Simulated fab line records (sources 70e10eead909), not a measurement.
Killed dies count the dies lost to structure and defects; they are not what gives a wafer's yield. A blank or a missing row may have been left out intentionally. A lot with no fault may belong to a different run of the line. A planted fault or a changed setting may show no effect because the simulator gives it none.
Which of the tools did it?	flow nand harc	6 lots with 18 wafers sampled at 5 steps, on a route of 1159 steps

## WHAT THE GAUGES SHOWED, per wafer
NHARC_END_SORT_01.
lot	measured	on	defect limited yield (%)
L683	day 21 11:22	prober-02	93.9 96.0 96.8
L688	day 23 02:52	prober-01	0 95.7 96.2

## WHICH TOOL RAN EACH LOT (tool, then ch and the chambers of the sampled wafers, then the start)
lot	NHARC_P_BONDPAD_ECD_18	NHARC_THIN_TSV_ETCH_44	NHARC_THIN_TSV_STRIP_45	NHARC_THIN_TSV_STRIP_62
L675	ecd cu-01 ch 0,1, day 7 01:52	rie diel-12 ch 0,1,2, day 19 07:20	plasma asher-02 ch 0,1, day 19 08:12	plasma asher-02 ch 0,1, day 19 09:44
L676	ecd cu-01 ch 0,1, day 7 04:05	rie diel-12 ch 0,2,3, day 19 08:32	plasma asher-01 ch 0,1, day 19 09:21	plasma asher-01 ch 0,1, day 19 10:55
L677	ecd cu-02 ch 0, day 7 15:53	rie diel-12 ch 0,1,3, day 19 22:51	plasma asher-02 ch 0,1, day 20 01:17	plasma asher-02 ch 0, day 20 02:56
L683	ecd cu-02 ch 0,1, day 9 04:03	rie diel-12 ch 1,2, day 20 22:03	plasma asher-01 ch 0,1, day 20 22:50	plasma asher-02 ch 0,1, day 21 00:27
L688	ecd cu-02 ch 0,1, day 10 14:38	rie diel-04 ch 0,1, day 22 11:55	plasma asher-02 ch 1, day 22 12:46	plasma asher-02 ch 0, day 22 14:44
L692	ecd cu-01 ch 0,1, day 11 12:32	rie diel-13 ch 0,2,3, day 23 21:51	plasma asher-01 ch 0,1, day 23 22:35	plasma asher-02 ch 0,1, day 24 00:08
- NHARC_P_BONDPAD_ECD_18: material Cu, target thk 400 nm.
- NHARC_THIN_TSV_ETCH_44: etches the open film in CF4/O2, target depth 1594.2 nm, time 797.1 s.
- NHARC_THIN_TSV_STRIP_45: strips in O2.
- NHARC_THIN_TSV_STRIP_62: strips in N2/H2, time 20 s.

## THE ANSWER, worked out from the rows above alone
Rule: what is usual is taken from the lots themselves. Put in order of their means at a reading, lots are off if they are a third of the lots or fewer, leave a main group of 4 or more, and stand apart from it by a gap of 3 or more times the standard deviation of the main group's means; of several such gaps the widest counts. A main group whose means are all the same, to the digits that the tables above print for the reading, isn't used. Also off: a lot with no number at a reading for which 4 or more lots have one. The other lots that the step has rows for count as sound.
No lot is off on any of the readings shown, so nothing can be concluded from this.

## WHAT THE SIMULATOR PUT IN
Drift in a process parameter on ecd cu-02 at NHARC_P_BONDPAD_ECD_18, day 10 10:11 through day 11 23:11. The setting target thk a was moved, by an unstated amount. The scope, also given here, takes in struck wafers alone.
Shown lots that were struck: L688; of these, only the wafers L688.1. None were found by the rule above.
